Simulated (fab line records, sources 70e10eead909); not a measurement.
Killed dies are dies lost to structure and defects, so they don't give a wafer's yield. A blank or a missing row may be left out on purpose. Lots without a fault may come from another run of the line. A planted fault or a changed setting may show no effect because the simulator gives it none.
Chamber matching | flow nand_harc | NHARC_A_STAIRCASE_ETCH_253 on rie_diel-05: 4 sister chambers
The step etches the open film in C4F8/O2, target depth 50 nm, time 20.2 s. 14 wafers are shown with their chamber, then 7 later ones without.

WAFERS WITH THEIR CHAMBER
wafer  | chamber | rf_vpp_V (V) | oes_product_au (a.u.) | bias_w (W)
L074.1 | 0       | 903          | 0.959                 | 1002
L074.5 | 0       | 903          | 0.962                 | 1000
L074.6 | 1       | 904          | 0.965                 | 1003
L077.1 | 2       | 897          | 0.949                 | 1001
L077.5 | 1       | 902          | 0.943                 | 1008
L077.6 | 0       | 903          | 0.949                 | 998
L076.2 | 0       | 905          | 0.943                 | 1003
L076.4 | 1       | 904          | 0.950                 | 993
L076.6 | 1       | 905          | 0.955                 | 998
L079.1 | 0       | 903          | 0.924                 | 1000
L079.2 | 3       | 897          | 0.912                 | 1001
L079.3 | 1       | 901          | 0.924                 | 997
L080.2 | 0       | 904          | 0.930                 | 1002
L080.5 | 1       | 902          | 0.915                 | 994

SIGNATURES (means of the wafers above)
reading        | chamber 0 | chamber 1 | chamber 2 | chamber 3 | scatter within a chamber
rf_vpp_V       | 903.50    | 903.00    | 897.00    | 897.00    | 1.24
oes_product_au | 0.94450   | 0.94200   | 0.94900   | 0.91200   | 0.0173
bias_w         | 1000.83   | 998.83    | 1001.00   | 1001.00   | 4.24
Rule: a wafer's distance from a chamber is the root of the sum, over the readings, of the square of ((its reading less the chamber's mean) divided by the reading's scatter). The wafer belongs to the nearest chamber; if the next one is less than 2 further off, it can't be placed. The scatter: the root of (the sum of the squares of (reading less its chamber's mean) over the shown wafers, divided by (wafers less chambers)).

WAFERS WITHOUT THEIR CHAMBER
wafer  | rf_vpp_V (V) | oes_product_au (a.u.) | bias_w (W)
L080.6 | 896          | 0.928                 | 996
L082.1 | 897          | 0.952                 | 1000
L082.3 | 898          | 0.937                 | 999
L082.6 | 904          | 0.938                 | 999
L087.1 | 896          | 0.938                 | 1001
L087.4 | 903          | 0.959                 | 995
L087.6 | 903          | 0.954                 | 1001

WHICH CHAMBER EACH WENT THROUGH
wafer  | from the rows above     | in truth
L080.6 | can't be placed: 3 or 2 | 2
L082.1 | 2                       | 2
L082.3 | can't be placed: 2 or 3 | 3
L082.6 | can't be placed: 0 or 1 | 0
L087.1 | can't be placed: 2 or 3 | 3
L087.4 | can't be placed: 1 or 0 | 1
L087.6 | can't be placed: 0 or 1 | 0
Placed correctly: 1 of 7. Can't be placed from these rows: 6 (the true chamber is among the candidates in 6). Placed wrongly: 0.
